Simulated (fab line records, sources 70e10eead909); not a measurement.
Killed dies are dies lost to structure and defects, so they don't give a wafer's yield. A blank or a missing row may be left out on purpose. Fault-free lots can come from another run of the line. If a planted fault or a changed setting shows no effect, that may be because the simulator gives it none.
fab line records	flow nand_harc
record lots=7	wafers=21	last_day=33
route steps=1302 shown P_M0@283 P_M1@285 P_M2@318 A_BLC@1120 END@1302
lots untouched by any fault: they come from a run of this same line in which no faults occurred
start_h: the number of hours between the record's first day and the start of the first shown wafer of the lot	wait_h: hours elapsed since this lot's preceding step	" repeats the value in the row above	L1.1+2: a row that stands for several wafers	- no value present, or no start provided	* or withheld: withheld	< > ~ a bound
route shown NAME@n: a module of which the file shows steps, and the number in the route of the first	usual: the fault-free wafers' mean and standard deviation	same: alike in all rows	chamber/n: place in a boat	sites: readings site by site	_std_site: the values' standard deviation	_edge_site: the outer-site mean with the inner-site mean subtracted	radius_mm: how far each site lies from the wafer's centre	mask NAME#n: copy n	behind: the last tool/chamber to shape the wafer	hold: the reason the lot was held/the length of the hold in hours/how it ended	device: the transistor (n, p or np) that didn't switch	end of line: tests run on the same wafers once the route is complete	a step given without rows: its recipe and nothing more	killed: not the wafer's yield, but the dies lost to structure and defects at the first sort	map: per-die view of a wafer (x killed, . not killed, _ where there is no die)
set.NAME: the setting that was run; set.NAME@STEP: the one run at that earlier step	model.NAME: the simulator's own value behind a step, which no gauge read
a table for each step, a row for each wafer; lots at some steps of the route
services: from which hour (start_h, from the record's first day; less than 0 if before it) a tool's chamber was out of use, for how many hours, and why
## steps
# step NHARC_P_M0_PRE_CLEAN_31
# recipe time_s=12	temp_c=370	rf_power_w=300	gas=NH3
# usual heater_power_w=640/90
lot.wafer	tool	chamber	start_h	wait_h	heater_power_w
L412.3	pecvd-03	2	161.19	0.1	696
L412.4	"	2	"	"	713
L412.5	"	0	"	"	530
L415.2	pecvd-04	0	196.67	0.2	626
L415.4	"	1	"	"	650
L415.6	"	2	"	"	548
L417.3	pecvd-04	2	222.10	0.1	589
L417.5	"	0	"	"	665
L417.6	"	2	"	"	587
L423.1	pecvd-04	1	282.25	0.1	784
L423.3	"	0	"	"	589
L423.6	"	2	"	"	583
L424.1	pecvd-03	0	288.77	0.1	568
L424.3	"	1	"	"	571
L424.4	"	2	"	"	672
L425.4	pecvd-01	1	294.00	0.1	849
L425.5	"	2	"	"	504
L425.6	"	0	"	"	693
L431.2	pecvd-04	1	351.15	0.1	797
L431.1	"	0	"	"	546
L431.5	"	1	"	"	783
# step NHARC_P_M0_DEP_32
# recipe target_thk_a=300	temp_c=370	target_thk_nm=30	pressure_torr=3	flow_sccm=200	rf_w=450	material=SiCN
# step NHARC_P_M1_DEP_00
# recipe target_thk_a=1825	target_thk_nm=182.5	temp_c=withheld	pressure_torr=5	flow_sccm=200	rf_w=600	material=SiOC
# step NHARC_P_M1_DEHYDRATE_01
# recipe temp_c=150	time_s=120
# step NHARC_P_M1_HMDS_02
# recipe time_s=30
# step NHARC_P_M1_COAT_34
# recipe temp_c=200	time_s=65
# step NHARC_P_M1_COAT_03
# recipe spin_rpm=1500	resist_thk_nm=90
# step NHARC_P_M1_SOFTBAKE_04
# recipe temp_c=105	time_s=55
# step NHARC_P_M1_EBR_05
# step NHARC_P_M1_EXPOSE_06
# recipe na=1.35	target_cd_nm=130	dose_mj=81.88	mask_id=P_M1
# step NHARC_P_M1_PEB_07
# recipe peb_temp_c=100	peb_time_s=65
# step NHARC_P_M1_DEVELOP_08
# recipe develop_time_s=35	dev_temp_c=23
# step NHARC_P_M1_CD_MEAS_09
# recipe target_cd_nm=130	landing_energy_ev=500
# usual cd_nm=129.9/0.49
lot.wafer	tool	chamber	start_h	wait_h	hold	cd_nm
L412.3	cd_sem-01	0	162.39	-	-	129.6
L412.4	"	0	"	"	-	128.9
L412.5	"	0	"	"	-	130.0
L415.2	cd_sem-02	0	197.85	-	-	130.0
L415.4	"	0	"	"	-	129.4
L415.6	"	0	"	"	-	130.3
L417.3	cd_sem-03	0	223.42	-	-	130.1
L417.5	"	0	"	"	-	129.9
L417.6	"	0	"	"	-	129.5
L423.1	cd_sem-03	0	283.71	-	await_dispo/0.2h/release	132.2
L423.3	"	0	"	"	await_dispo/0.2h/release	132.0
L423.6	"	0	"	"	await_dispo/0.2h/release	132.5
L423.1	cd_sem-03	0	283.89	-	-	132.1
L423.3	"	0	"	"	-	132.2
L423.6	"	0	"	"	-	132.3
L424.1	cd_sem-03	0	290.09	-	await_dispo/0.2h/release	132.3
L424.3	"	0	"	"	await_dispo/0.2h/release	132.7
L424.4	"	0	"	"	await_dispo/0.2h/release	131.7
L424.1	cd_sem-03	0	290.27	-	-	132.5
L424.3	"	0	"	"	-	132.9
L424.4	"	0	"	"	-	131.6
L425.4	cd_sem-03	0	295.17	-	await_dispo/0.2h/release	130.9
L425.5	"	0	"	"	await_dispo/0.2h/release	131.7
L425.6	"	0	"	"	await_dispo/0.2h/release	131.8
L425.4	cd_sem-03	0	295.35	-	-	130.9
L425.5	"	0	"	"	-	131.1
L425.6	"	0	"	"	-	131.8
L431.1	cd_sem-02	0	352.35	-	-	130.5
L431.2	"	0	"	"	-	130.2
L431.5	"	0	"	"	-	129.9
# step NHARC_P_M1_OVL_MEAS_10
# recipe pitch_nm=260
# usual overlay_x_nm=0.2/0.97	overlay_y_nm=0.0/0.77
lot.wafer	tool	chamber	start_h	wait_h	hold	overlay_x_nm	overlay_y_nm
L412.3	overlay-02	-	162.48	-	-	0.0	-1.4
L412.4	"	-	"	"	-	-0.2	-2.0
L412.5	"	-	"	"	-	-0.2	-1.8
L415.2	overlay-01	-	197.93	-	-	1.2	0.0
L415.4	"	-	"	"	-	0.9	-0.5
L415.6	"	-	"	"	-	0.4	-0.3
L417.3	overlay-02	-	223.50	-	-	-1.1	0.4
L417.5	"	-	"	"	-	-0.3	0.4
L417.6	"	-	"	"	-	0.0	0.0
L424.1	overlay-01	-	291.58	-	await_dispo/1.2h/release	0.2	-0.3
L424.3	"	-	"	"	await_dispo/1.2h/release	0.8	-0.5
L424.4	"	-	"	"	await_dispo/1.2h/release	0.7	-0.5
L423.1	overlay-02	-	292.68	-	await_dispo/8.7h/release	1.7	0.4
L423.3	"	-	"	"	await_dispo/8.7h/release	1.7	0.4
L423.6	"	-	"	"	await_dispo/8.7h/release	1.2	0.3
L425.4	overlay-01	-	297.91	-	await_dispo/2.5h/release	0.9	1.4
L425.5	"	-	"	"	await_dispo/2.5h/release	2.3	1.6
L425.6	"	-	"	"	await_dispo/2.5h/release	1.4	1.5
L431.1	overlay-01	-	352.44	-	-	0.9	-0.5
L431.2	"	-	"	"	-	0.3	-0.5
L431.5	"	-	"	"	-	1.2	-0.6
# step NHARC_P_M1_INSPECT_11
# usual raw_defect_count=4.2/2.6
lot.wafer	tool	chamber	start_h	wait_h	raw_defect_count
L412.3	defect_inspect-01	-	162.51	0.0	4
L412.4	"	-	"	"	7
L412.5	"	-	"	"	2
L415.2	defect_inspect-01	-	197.97	0.0	8
L415.4	"	-	"	"	3
L415.6	"	-	"	"	4
L417.3	defect_inspect-01	-	223.54	0.0	6
L417.5	"	-	"	"	1
L417.6	"	-	"	"	3
L424.1	defect_inspect-01	-	291.62	0.0	3
L424.3	"	-	"	"	6
L424.4	"	-	"	"	4
L423.1	defect_inspect-02	-	292.71	0.0	6
L423.3	"	-	"	"	4
L423.6	"	-	"	"	3
L425.4	defect_inspect-02	-	297.94	0.0	10
L425.5	"	-	"	"	12
L425.6	"	-	"	"	12
L431.1	defect_inspect-02	-	352.47	0.0	2
L431.2	"	-	"	"	2
L431.5	"	-	"	"	3
# step NHARC_P_M1_DESCUM_14
# recipe time_s=3	o2_flow_sccm=200	ar_flow_sccm=0	bias_power_w=0	chemistry=O2
# step NHARC_P_M1_ETCH_35
# recipe target_depth_a=400	overetch_a=120	time_s=43.94	ion_energy_ev=200	n2_flow_sccm=150	h2_flow_sccm=150	ar_flow_sccm=0	rf_w=400	bias_w=150	chemistry=N2/H2
# step NHARC_P_M1_ETCH_15
# recipe target_depth_a=1825	time_s=91.2	c4f8_flow_sccm=withheld	ar_flow_sccm=400	rf_w=600	bias_w=300	chemistry=C4F8/Ar
# usual oes_product_au=0.955/0.021	rf_vpp_V=439.6/2.2
lot.wafer	tool	chamber	start_h	wait_h	oes_product_au	rf_hours_counter_h	rf_vpp_V
L412.3	rie_diel-08	0	-	-	0.952	10	438.5
L412.5	"	0	"	"	0.960	-	438.7
L412.4	"	1	"	"	0.954	-	437.2
L415.4	rie_diel-09	0	-	-	0.954	15	439.8
L415.2	"	2	"	"	0.939	11	440.1
L415.6	"	3	"	"	0.955	-	442.4
L417.3	rie_diel-08	2	-	-	0.966	2	439.4
L417.5	"	2	"	"	0.962	-	441.1
L417.6	"	3	"	"	0.974	-	444.1
L424.1	rie_diel-08	1	-	-	0.964	8	438.0
L424.3	"	2	"	"	0.964	8	439.9
L424.4	"	3	"	"	0.980	8	443.2
L423.1	rie_diel-06	3	-	-	0.989	9	437.6
L423.3	"	1	"	"	0.948	10	436.9
L423.6	"	2	"	"	0.971	-	439.9
L425.4	rie_diel-08	3	-	-	0.915	8	442.4
L425.5	"	3	"	"	0.916	-	442.7
L425.6	"	0	"	"	0.915	-	439.7
L431.2	rie_diel-06	0	-	-	0.942	3	438.2
L431.1	"	1	"	"	0.940	3	436.1
L431.5	"	0	"	"	0.944	-	438.3
# step NHARC_P_M1_CD_MEAS_16
# usual cd_nm=129.8/0.77
lot.wafer	tool	chamber	start_h	wait_h	cd_nm
L412.3	cd_sem-01	-	162.93	-	129.2
L412.4	"	-	"	"	128.9
L412.5	"	-	"	"	130.0
L415.2	cd_sem-02	-	198.34	-	130.3
L415.4	"	-	"	"	131.1
L415.6	"	-	"	"	130.6
L417.3	cd_sem-02	-	223.91	-	129.7
L417.5	"	-	"	"	129.4
L417.6	"	-	"	"	129.9
L424.1	cd_sem-03	-	291.99	-	129.0
L424.3	"	-	"	"	130.4
L424.4	"	-	"	"	128.9
L423.1	cd_sem-03	-	293.08	-	129.8
L423.3	"	-	"	"	129.4
L423.6	"	-	"	"	129.7
L425.4	cd_sem-01	-	298.32	-	128.7
L425.5	"	-	"	"	128.0
L425.6	"	-	"	"	129.3
L431.1	cd_sem-02	-	352.84	-	131.1
L431.2	"	-	"	"	129.9
L431.5	"	-	"	"	131.1
# step NHARC_P_M1_STRIP_18
# recipe power_w=1000	n2_flow_sccm=150	h2_flow_sccm=150	ar_flow_sccm=0	bias_w=0	chemistry=N2/H2
# step NHARC_P_M1_ETCH_28
# recipe target_depth_a=300	over_etch_frac=0.3	time_s=72.99	ion_energy_ev=150	cf4_flow_sccm=50	n2_flow_sccm=100	ar_flow_sccm=150	rf_w=300	bias_w=100	chemistry=CF4/N2
# step NHARC_P_M1_STRIP_19
# recipe time_s=600	temp_c=30	chemistry=post_etch_residue_remover
# step NHARC_P_M1_DEGAS_29
# recipe temp_c=250	time_s=60
# usual heater_power_w=323/30
lot.wafer	tool	chamber	start_h	wait_h	heater_power_w
L412.3	pvd_sputter-03	-	164.10	-	317
L412.4	"	-	"	"	354
L412.5	"	-	"	"	364
L415.2	pvd_sputter-03	-	199.11	-	351
L415.4	"	-	"	"	325
L415.6	"	-	"	"	361
L417.3	pvd_sputter-01	-	224.72	-	362
L417.6	"	-	"	"	353
L417.5	"	-	"	"	292
L424.4	pvd_sputter-01	-	292.70	-	357
L424.1	"	-	"	"	299
L424.3	"	-	"	"	254
L423.1	pvd_sputter-01	-	293.79	-	340
L423.3	"	-	"	"	296
L423.6	"	-	"	"	336
L425.4	pvd_sputter-03	-	299.04	-	362
L425.5	"	-	"	"	323
L425.6	"	-	"	"	316
L431.1	pvd_sputter-02	-	353.56	-	326
L431.2	"	-	"	"	300
L431.5	"	-	"	"	292
# step NHARC_P_M1_PRE_CLEAN_30
# recipe time_s=30	temp_c=280	gas=H2/He
# step NHARC_P_M1_PVD_20
# recipe target_thk_a=50	bias_v=168.6	power_w=15000	chamber_pressure_pa=0.12	time_s=8.06	substrate_temp_c=50	material=TaN
# step NHARC_P_M1_PVD_21
# recipe target_thk_a=300	chamber_pressure_pa=5	power_w=5000	substrate_temp_c=30	time_s=20.49	material=Cu
# step NHARC_P_M1_ECD_22
# recipe target_thk_a=4000	bath_temp_c=25	material=Cu
# step NHARC_P_M1_ANNEAL_31
# recipe temp_c=225	time_s=90
# usual anneal_temp_c_max=225.76/0.23	wafer_temp_C_max=226.06/0.29
lot.wafer	tool	chamber	start_h	wait_h	anneal_temp_c_max	wafer_temp_C_max
L412.3	rtp_anneal-02	0	164.95	0.3	225.99	226.10
L412.4	"	0	"	"	226.04	226.13
L412.5	"	0	"	"	226.09	226.19
L415.2	rtp_anneal-01	0	199.91	0.4	225.88	226.05
L415.4	"	0	"	"	225.57	225.83
L415.6	"	0	"	"	225.73	226.21
L417.3	rtp_anneal-02	0	225.57	0.3	226.06	226.50
L417.5	"	0	"	"	225.97	226.35
L417.6	"	0	"	"	226.03	226.39
L424.1	rtp_anneal-02	0	293.43	-	225.85	226.09
L424.3	"	0	"	"	225.65	226.07
L424.4	"	0	"	"	225.99	226.14
L423.1	rtp_anneal-01	0	294.55	-	225.69	225.97
L423.3	"	0	"	"	225.52	225.58
L423.6	"	0	"	"	225.67	225.50
L425.4	rtp_anneal-02	0	299.91	-	226.08	225.98
L425.5	"	0	"	"	225.89	226.01
L425.6	"	0	"	"	225.85	225.88
L431.1	rtp_anneal-01	0	354.29	-	225.80	226.29
L431.2	"	0	"	"	225.40	225.88
L431.5	"	0	"	"	225.77	226.01
# step NHARC_P_M1_CMP_23
# recipe t_overpolish_s=20	target_thk_nm=157.82
# step NHARC_P_M1_THK_MEAS_24
# recipe thk_meas_gauge=xrf
# usual thk_nm=158.3/1.4
lot.wafer	tool	chamber	start_h	wait_h	thk_nm
L412.3	film_metro-02	-	165.51	-	158.3
L412.4	"	-	"	"	158.8
L412.5	"	-	"	"	159.7
L415.2	film_metro-01	-	200.51	-	155.0
L415.4	"	-	"	"	160.2
L415.6	"	-	"	"	158.3
L417.3	film_metro-01	-	226.13	-	159.8
L417.5	"	-	"	"	159.1
L417.6	"	-	"	"	158.4
L424.1	film_metro-01	-	294.09	-	156.2
L424.3	"	-	"	"	156.1
L424.4	"	-	"	"	158.9
L423.1	film_metro-02	-	295.21	-	155.5
L423.3	"	-	"	"	160.0
L423.6	"	-	"	"	159.5
L425.4	film_metro-01	-	300.43	-	158.0
L425.5	"	-	"	"	158.6
L425.6	"	-	"	"	156.7
L431.1	film_metro-02	-	354.95	-	157.8
L431.2	"	-	"	"	158.2
L431.5	"	-	"	"	158.1
# step NHARC_P_M1_SRD_25
# step NHARC_P_M1_INSPECT_27
# usual raw_defect_count=262/98
lot.wafer	tool	chamber	start_h	wait_h	raw_defect_count
L412.3	defect_inspect-02	-	165.67	0.0	168
L412.4	"	-	"	"	231
L412.5	"	-	"	"	176
L415.2	defect_inspect-02	-	200.67	0.0	218
L415.4	"	-	"	"	161
L415.6	"	-	"	"	313
L417.3	defect_inspect-02	-	226.31	0.0	344
L417.5	"	-	"	"	471
L417.6	"	-	"	"	344
L424.1	defect_inspect-02	-	294.25	0.0	216
L424.3	"	-	"	"	133
L424.4	"	-	"	"	268
L423.1	defect_inspect-02	-	295.37	0.0	426
L423.3	"	-	"	"	298
L423.6	"	-	"	"	338
L425.4	defect_inspect-01	-	300.58	0.0	123
L425.5	"	-	"	"	333
L425.6	"	-	"	"	243
L431.1	defect_inspect-01	-	355.11	0.0	301
L431.2	"	-	"	"	232
L431.5	"	-	"	"	317
# step NHARC_P_M1_PRE_CLEAN_32
# recipe time_s=12	temp_c=370	rf_power_w=300	gas=NH3
# step NHARC_P_M1_DEP_33
# recipe target_thk_a=300	temp_c=370	target_thk_nm=30	pressure_torr=3	flow_sccm=200	rf_w=450	material=SiCN
# usual heater_power_w=603/91
lot.wafer	tool	chamber	start_h	wait_h	heater_power_w
L412.3	pecvd-03	0	165.81	0.1	558
L412.5	"	0	"	"	568
L412.4	"	1	"	"	529
L415.2	pecvd-04	0	200.86	0.1	574
L415.6	"	2	"	"	537
L415.4	"	0	"	"	577
L417.3	pecvd-04	0	226.46	0.1	562
L417.5	"	0	"	"	571
L417.6	"	2	"	"	576
L424.1	pecvd-01	0	294.40	0.1	765
L424.3	"	2	"	"	429
L424.4	"	0	"	"	740
L423.3	pecvd-01	2	295.56	0.1	453
L423.1	"	0	"	"	699
L423.6	"	1	"	"	741
L425.6	pecvd-04	0	301.10	0.2	581
L425.5	"	1	"	"	731
L425.4	"	2	"	"	549
L431.1	pecvd-04	2	355.25	0.1	522
L431.2	"	1	"	"	716
L431.5	"	1	"	"	730
# step NHARC_P_M2_DEP_00
# recipe target_thk_a=1825	target_thk_nm=182.5	temp_c=withheld	pressure_torr=5	flow_sccm=200	rf_w=600	material=SiOC
# step NHARC_P_M2_DEHYDRATE_01
# recipe temp_c=150	time_s=120
# step NHARC_P_M2_HMDS_02
# recipe time_s=30
# step NHARC_P_M2_COAT_34
# recipe temp_c=200	time_s=65
# step NHARC_P_M2_COAT_03
# recipe spin_rpm=1500	resist_thk_nm=90
# step NHARC_P_M2_SOFTBAKE_04
# recipe temp_c=105	time_s=55
# step NHARC_P_M2_EBR_05
# step NHARC_A_BLC_DESCUM_15
# recipe time_s=3	o2_flow_sccm=200	ar_flow_sccm=0	bias_power_w=0	chemistry=O2
# usual drypump_motor_current_A=5.9/0.61	oes_product_au=1.000/0.0093	rf_vpp_V=57.6/0.85	showerhead_plenum_p_Torr=1.84/0.054	throttle_valve_pct=11.312/0.0096
lot.wafer	tool	chamber	start_h	wait_h	drypump_motor_current_A	oes_product_au	rf_hours_counter_h	rf_vpp_V	showerhead_plenum_p_Torr	throttle_valve_pct	model.A_BLC.cd_nm
L412.3	rie_diel-06	1	542.82	0.1	6.2	1.003	3	56.4	1.78	11.304	99.95
L412.4	"	3	"	"	4.9	1.003	3	56.8	1.79	11.309	100.2
L412.5	"	0	"	"	6.8	1.007	-	58.2	1.83	11.315	100
L415.2	rie_diel-06	3	592.69	0.1	4.9	0.991	6	60.0	1.79	11.316	100.7
L415.4	"	0	"	"	6.8	0.994	7	58.9	1.83	11.307	100.1
L415.6	"	3	"	"	4.9	0.997	-	57.5	1.79	11.310	100.3
L417.3	rie_diel-06	3	614.31	0.1	4.9	1.004	7	56.5	1.79	11.312	99.88
L417.5	"	2	"	"	6.0	1.014	-	56.1	1.87	11.315	99.75
L417.6	"	3	"	"	4.9	0.995	-	56.8	1.79	11.299	100.6
L423.3	rie_diel-08	1	668.39	0.1	6.5	1.004	11	56.5	1.83	11.333	97.83
L423.1	"	2	"	"	5.9	0.994	11	58.5	1.87	11.303	99.43
L423.6	"	1	"	"	6.5	1.011	-	57.1	1.83	11.322	98.39
L424.4	rie_diel-09	1	692.88	0.1	6.0	1.000	0	57.9	1.96	11.319	104.6
L424.3	"	2	"	"	5.2	0.997	0	57.3	1.83	11.322	105.4
L424.1	"	3	"	"	5.6	1.003	0	58.0	1.93	11.303	104.6
L425.4	rie_diel-06	2	711.49	0.1	6.0	1.009	3	57.7	1.87	11.318	100.8
L425.5	"	1	"	"	6.2	0.995	-	55.9	1.77	11.307	101.9
L425.6	"	2	"	"	6.0	1.004	-	57.2	1.87	11.305	99.87
L431.2	rie_diel-06	0	739.60	0.1	6.8	1.000	4	56.0	1.82	11.332	100.7
L431.1	"	2	"	"	6.0	1.008	5	58.1	1.87	11.314	99.93
L431.5	"	0	"	"	6.8	1.006	-	56.3	1.82	11.309	100.9
# step NHARC_A_BLC_ETCH_18
# recipe target_depth_a=9100	c4f8_flow_sccm=20	o2_flow_sccm=10	ar_flow_sccm=withheld	rf_w=600	bias_w=1500	chemistry=C4F8/O2/Ar
# usual oes_product_au=0.951/0.022	rf_vpp_V=974/4.1
lot.wafer	tool	chamber	start_h	wait_h	oes_product_au	rf_hours_counter_h	rf_vpp_V	model.A_BLC.cd_nm
L412.3	rie_diel-06	1	-	-	0.919	3	968	97.29
L412.4	"	3	"	"	0.924	3	970	97.79
L412.5	"	1	"	"	0.914	-	968	99.16
L415.2	rie_diel-06	3	-	-	0.938	7	970	95.98
L415.4	"	1	"	"	0.934	7	969	97.71
L415.6	"	0	"	"	0.950	-	973	99.94
L417.3	rie_diel-06	1	-	-	0.981	8	969	98.89
L417.5	"	3	"	"	0.966	-	970	99.98
L417.6	"	0	"	"	0.977	-	971	100
L423.1	rie_diel-08	2	-	-	0.924	12	976	100.9
L423.3	"	0	"	"	0.922	12	973	95.7
L423.6	"	2	"	"	0.919	-	975	100.2
L424.4	rie_diel-09	2	-	-	0.986	0	971	104.7
L424.3	"	3	"	"	0.990	0	979	103.2
L424.1	"	0	"	"	0.980	0	975	107.7
L425.4	rie_diel-06	1	-	-	0.957	2	968	99.58
L425.5	"	1	"	"	0.955	-	969	102.8
L425.6	"	2	"	"	0.965	-	975	99.62
L431.2	rie_diel-06	3	-	-	0.960	5	970	99.35
L431.1	"	0	"	"	0.952	5	973	100.1
L431.5	"	3	"	"	0.964	-	970	100.7
# step NHARC_END_SORT_01
# recipe temp_c=25
# usual defect_limited_yield=90.9/2.8	killed_at_array=57/20	killed_at_other=1.3/1.4	killed_at_periphery=3.4/2.4	killed_dies=61/19	killed_open=2.9/1.8	killed_short=2.5/1.6
# same gross_dies=677
lot.wafer	tool	chamber	start_h	wait_h	defect_limited_yield[%]	killed_at_array	killed_at_other	killed_at_periphery	killed_dies	killed_open	killed_short
L415.2	prober-02	0	636.57	2.8	89.2	65	2	6	73	3	4
L415.4	prober-02	0	638.18	3.4	89.5	69	0	2	71	4	6
L415.6	prober-02	0	639.79	4.0	90.1	62	0	5	67	1	3
L417.3	prober-01	0	663.76	3.1	90.5	61	0	3	64	5	3
L417.5	prober-01	0	665.37	3.7	90.1	62	3	2	67	1	1
L417.6	prober-01	0	666.18	4.0	90.7	58	2	3	63	3	2
L423.1	prober-02	0	711.84	2.5	91.3	55	0	4	59	6	2
L423.3	prober-02	0	713.45	3.1	92.0	51	0	3	54	1	3
L423.6	prober-02	0	715.87	4.0	91.4	56	0	2	58	4	5
L424.1	prober-02	0	735.82	2.5	87.3	82	1	3	86	4	3
L424.3	prober-02	0	737.42	3.1	88.0	72	1	8	81	6	3
L424.4	prober-02	0	738.22	3.4	88.9	68	4	3	75	6	1
L425.4	prober-01	0	764.26	3.4	91.3	50	1	8	59	5	5
L425.5	prober-01	0	765.05	3.7	92.8	38	1	10	49	2	4
L425.6	prober-01	0	765.83	3.9	93.8	28	2	12	42	1	1
# killed by level:class
L415.2 A_CHANNEL_HOLE_D2:chamber_film_flake=28 A_CHANNEL_HOLE_D1:chamber_film_flake=23 A_M0:chamber_film_flake=4 P_CONTACT:chamber_film_flake=2 A_STAIRCASE:chamber_film_flake=2 A_CONTACT:chamber_film_flake=2 P_CONTACT:geometric_particle:open=1 P_M2:geometric_particle:open=1
L415.4 A_CHANNEL_HOLE_D1:chamber_film_flake=29 A_CHANNEL_HOLE_D2:chamber_film_flake=28 A_STAIRCASE:chamber_film_flake=2 P_M1:geometric_particle:short=1 A_ONON_D1:geometric_particle:short=1 A_CHANNEL_FILL_D1:geometric_particle:open=1 A_DECK1_JOINT:geometric_particle:short=1 A_ONON_D2:geometric_particle:open=1
L415.6 A_CHANNEL_HOLE_D1:chamber_film_flake=35 A_CHANNEL_HOLE_D2:chamber_film_flake=19 P_M1:geometric_particle:short=2 P_CONTACT:chamber_film_flake=2 A_CHANNEL_FILL_D1:chamber_film_flake=2 A_CONTACT:chamber_film_flake=2 A_ONON_D1:geometric_particle:short=1 A_CONTACT:geometric_particle:open=1
L417.3 A_SLIT:chamber_film_flake=26 A_CHANNEL_HOLE_D2:chamber_film_flake=14 A_CHANNEL_HOLE_D1:chamber_film_flake=8 A_DECK1_JOINT:geometric_particle:open=2 A_CHANNEL_FILL_D1:geometric_particle:open=2 P_STI:chamber_film_flake=2 A_STAIRCASE:chamber_film_flake=2 A_CONTACT:chamber_film_flake=2
L417.5 A_SLIT:chamber_film_flake=35 A_CHANNEL_HOLE_D2:chamber_film_flake=15 A_CHANNEL_HOLE_D1:chamber_film_flake=4 A_CONTACT:chamber_film_flake=3 THIN_TSV:chamber_film_flake=3 A_STAIRCASE:chamber_film_flake=2 P_CONTACT:geometric_particle:short=1 A_M0:geometric_particle:open=1
L417.6 A_SLIT:chamber_film_flake=30 A_CHANNEL_HOLE_D2:chamber_film_flake=16 A_STAIRCASE:chamber_film_flake=4 A_M0:geometric_particle:open=2 A_CONTACT:chamber_film_flake=2 THIN_TSV:chamber_film_flake=2 A_ONON_D2:geometric_particle:short=1 A_ONON_D2:geometric_particle:open=1
L423.1 A_SLIT:chamber_film_flake=24 A_CHANNEL_HOLE_D1:chamber_film_flake=11 A_CONTACT:chamber_film_flake=8 P_ZERO_WELL:chamber_film_flake=2 A_STAIRCASE:chamber_film_flake=2 A_SGD_CUT:chamber_film_flake=2 P_M0:geometric_particle:open=1 A_ONON_D1:geometric_particle:open=1
L423.3 A_SLIT:chamber_film_flake=27 A_CONTACT:chamber_film_flake=7 A_CHANNEL_HOLE_D1:chamber_film_flake=6 A_STAIRCASE:chamber_film_flake=4 P_M0:chamber_film_flake=2 A_ONON_D2:geometric_particle:short=1 A_CHANNEL_FILL_D2:geometric_particle:short=1 A_SGD_CUT:geometric_particle:open=1
L423.6 A_SLIT:chamber_film_flake=28 A_CONTACT:chamber_film_flake=7 A_CHANNEL_HOLE_D1:chamber_film_flake=6 A_SGD_CUT:chamber_film_flake=4 A_SOURCE_PLATE:geometric_particle:open=2 A_ONON_D2:geometric_particle:open=2 A_WL_FILL:chamber_film_flake=2 P_CONTACT:geometric_particle:short=1
L424.1 A_SLIT:chamber_film_flake=35 A_CHANNEL_HOLE_D2:chamber_film_flake=18 A_CHANNEL_HOLE_D1:chamber_film_flake=12 A_CONTACT:chamber_film_flake=4 A_CHANNEL_FILL_D1:geometric_particle:short=2 A_STAIRCASE:chamber_film_flake=2 A_SGD_CUT:chamber_film_flake=2 A_BLC:chamber_film_flake=2
L424.3 A_SLIT:chamber_film_flake=25 A_CHANNEL_HOLE_D2:chamber_film_flake=23 A_BLC:chamber_film_flake=5 P_STI:chamber_film_flake=5 A_CHANNEL_HOLE_D1:chamber_film_flake=5 A_CONTACT:chamber_film_flake=3 A_CHANNEL_FILL_D2:geometric_particle:open=2 P_BONDPAD:chamber_film_flake=2
L424.4 A_SLIT:chamber_film_flake=26 A_CHANNEL_HOLE_D2:chamber_film_flake=22 A_CHANNEL_HOLE_D1:chamber_film_flake=8 A_CONTACT:chamber_film_flake=3 THIN_TSV:chamber_film_flake=3 A_WL_FILL:geometric_particle:open=2 A_BLC:chamber_film_flake=2 P_CONTACT:geometric_particle:open=1
L425.4 A_CHANNEL_HOLE_D1:chamber_film_flake=29 A_SLIT:chamber_film_flake=8 A_CONTACT:chamber_film_flake=3 A_DECK1_JOINT:geometric_particle:short=2 A_CHANNEL_FILL_D2:geometric_particle:open=2 P_GATE:chamber_film_flake=2 P_M0:chamber_film_flake=2 P_CONTACT:geometric_particle:open=1
L425.5 A_CHANNEL_HOLE_D1:chamber_film_flake=23 A_CONTACT:chamber_film_flake=5 P_STI:chamber_film_flake=3 P_ZERO_WELL:chamber_film_flake=2 P_GATE:chamber_film_flake=2 P_M0:chamber_film_flake=2 A_SLIT:chamber_film_flake=2 A_SOURCE_PLATE:geometric_particle:short=1
L425.6 A_CHANNEL_HOLE_D1:chamber_film_flake=19 P_GATE:chamber_film_flake=6 A_SLIT:chamber_film_flake=4 A_CONTACT:chamber_film_flake=3 P_ZERO_WELL:chamber_film_flake=2 THIN_TSV:chamber_film_flake=2 A_DECK1_JOINT:geometric_particle:short=1 A_M0:geometric_particle:open=1
## services
tool	chamber	start_h	hours	kind
rie_diel-08	2	159.27	7.7	repair
rie_diel-06	3	165.30	2.5	repair
rie_diel-08	-	190.80	9.0	pm
rie_diel-06	2	194.01	7.6	repair
rie_diel-06	3	223.55	5.2	repair
pecvd-04	-	269.00	13.0	pm
rie_diel-08	0	276.23	10.9	repair
pecvd-04	-	292.01	1.3	repair
rie_diel-06	2	301.49	2.9	repair
rie_diel-06	-	307.20	9.0	pm
pecvd-04	-	332.01	2.2	repair
rie_diel-08	2	346.67	1.5	repair
rie_diel-06	-	349.61	1.8	repair
pecvd-04	0	377.92	6.2	repair
rie_diel-06	1	420.84	8.7	repair
pecvd-04	-	450.05	13.0	pm
rie_diel-06	-	484.20	9.0	pm
pecvd-04	-	562.61	0.5	repair
rie_diel-06	1	568.69	5.0	repair
rie_diel-06	3	581.97	6.5	repair
pecvd-04	-	631.26	13.0	pm
rie_diel-06	-	644.38	0.6	repair
pecvd-04	-	659.93	0.5	repair
rie_diel-06	-	661.20	9.0	pm
## key
first_sign step=NHARC_P_M1_CD_MEAS_09	reading=visit	direction=added
effect step=NHARC_P_M1_CD_MEAS_09	reading=cd_nm	direction=up	sigmas=4.3	usual=129.9	struck=132.0
model_effect step=NHARC_A_BLC_DESCUM_15	value=A_BLC.cd_nm	without=99.52	struck=101.4
model_effect step=NHARC_A_BLC_ETCH_18	value=A_BLC.cd_nm	without=99.7	struck=101.6
met_at NHARC_P_M1_CD_MEAS_09
struck_wafers L423.1,L423.3,L423.6,L424.1,L424.3,L424.4,L425.4,L425.5,L425.6
loop_trim step=NHARC_P_M1_EXPOSE_06	setting=dose	lots=L425
loop_trim step=NHARC_A_BLC_EXPOSE_07	setting=dose	lots=L424
onset_between 223.42 283.71
fault kind=metrology_matching_offset	tool=cd_sem-03	chamber=-	onset_h=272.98	steps=NHARC_P_M1_CD_MEAS_09	param=cd_nm	offset=2.3073
# loop_trim: a control loop set the setting to another value than it would have without faults
